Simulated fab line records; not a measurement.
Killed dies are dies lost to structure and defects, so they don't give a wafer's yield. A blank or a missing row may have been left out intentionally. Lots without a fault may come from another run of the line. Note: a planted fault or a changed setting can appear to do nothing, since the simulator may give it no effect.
Chamber matching | flow n5-finfet | N5_BEOL_M0_SAQP_ETCH_83 on rie-diel-03: 4 sister chambers
The step etches SiARC in CF4, target depth 39 nm, time 65 s. 8 wafers are shown with their chamber, then 9 later ones without.

## WAFERS PAIRED WITH THEIR CHAMBERS
wafer  | chamber | showerhead-plenum-p-Torr (Torr) | drypump-motor-current-A (A)
L085.1 | 2       | 2.18                            | 6.03
L085.3 | 3       | 2.19                            | 5.82
L087.6 | 1       | 2.12                            | 5.45
L090.2 | 2       | 2.18                            | 6.03
L090.6 | 3       | 2.19                            | 5.82
L093.3 | 0       | 2.06                            | 5.76
L093.5 | 1       | 2.11                            | 5.52
L093.6 | 0       | 2.06                            | 5.75

## WAFERS WITHOUT THEIR CHAMBER
wafer  | showerhead-plenum-p-Torr (Torr) | drypump-motor-current-A (A)
L094.1 | 2.17                            | 6.03
L094.3 | 2.06                            | 5.73
L094.5 | 2.17                            | 6.04
L096.3 | 2.17                            | 6.01
L096.5 | 2.17                            | 6.03
L096.6 | 2.19                            | 5.84
L097.1 | 2.11                            | 5.48
L097.2 | 2.17                            | 6.07
L097.6 | 2.19                            | 5.83

## EACH ONE'S CHAMBER
wafer  | from the rows above | in truth
L094.1 | 2                   | 2
L094.3 | 0                   | 0
L094.5 | 2                   | 2
L096.3 | 2                   | 2
L096.5 | 2                   | 2
L096.6 | 3                   | 3
L097.1 | 1                   | 1
L097.2 | 2                   | 2
L097.6 | 3                   | 3
Placed correctly: 9 of 9. From these rows, 0 cannot be placed. Number placed wrongly: 0.
How it was worked out, from the rows above alone: a wafer's distance from a chamber is the root of the sum, over the readings, of the square of ((its reading less the chamber's mean) divided by the reading's scatter). If the next closest chamber is less than 2 further off than the closest, the wafer can't be placed; otherwise it belongs to the closest. Each chamber's mean is taken over the wafers shown for it. The scatter: the root of (the sum of the squares of (reading less its chamber's mean) over the shown wafers, divided by (wafers less chambers)).
